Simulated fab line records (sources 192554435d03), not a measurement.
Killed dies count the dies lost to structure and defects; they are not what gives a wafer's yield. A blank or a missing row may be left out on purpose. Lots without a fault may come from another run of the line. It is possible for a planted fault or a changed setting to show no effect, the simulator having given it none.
The same fault as seen by 2 desks | flow n5 finfet | what lay behind the numbers comes last; until then each desk has only its own

== FROM THE METROLOGY DESK ==
Lot by lot, what the gauges showed, no matter which tool ran the lot: averages of those sampled wafers that carry a number. A lot is out of limits, marked OUT, if its mean lies more than 4 standard deviations from the usual mean; the brackets give that distance.
Columns: A = M11_THK at N5_BEOL_M11_THK_MEAS_53, usual 137.3 nm; B = M11_RS at N5_BEOL_M11_RS_MEAS_57, usual 0.151 ohm/sq
lot  | first seen here | A     | B
L154 | day 11 12:44    | 134.3 | 0.156
L155 | day 11 14:59    | 139.3 | 0.149
L156 | day 11 17:58    | 139.9 | 0.148
L160 | day 13 04:26    | 135.7 | 0.153
L159 | day 13 06:16    | 135.4 | 0.154
L168 | day 15 00:55    | 138.3 | 0.150
L172 | day 16 19:44    | 138.1 | 0.151
This desk found nothing out of limits on any of the 7 lots.

== FOR THE TOOL OWNER'S DESK: pecvd-04 ==
The tool's own readings at N5_BEOL_M11_DEP_56 (deposits SiCN from 3MS/NH3, target thk 30 nm, time 10.5 s): means of the sampled wafers that have a number, for each lot that ran on this tool. A lot is out of limits, marked OUT, if its mean lies more than 4 standard deviations from the usual mean; the brackets give that distance.
Columns: A = showerhead plenum p Torr at N5_BEOL_M11_DEP_56, usual 4.158 Torr; B = throttle valve pct at N5_BEOL_M11_DEP_56, usual 18.2 %
lot  | first seen here | A     | B
L154 | day 11 12:48    | 4.139 | 18.4
L156 | day 11 18:01    | 4.125 | 18.4
L160 | day 13 04:29    | 4.150 | 18.4
L159 | day 13 06:20    | 4.158 | 18.6
This desk found nothing out of limits on any of the 4 lots.

== PUT TOGETHER ==
Nothing out of limits was seen by the metrology desk.
Nothing out of limits was seen by the tool owner's desk.

== WHAT THE SIMULATOR HAD INSERTED ==
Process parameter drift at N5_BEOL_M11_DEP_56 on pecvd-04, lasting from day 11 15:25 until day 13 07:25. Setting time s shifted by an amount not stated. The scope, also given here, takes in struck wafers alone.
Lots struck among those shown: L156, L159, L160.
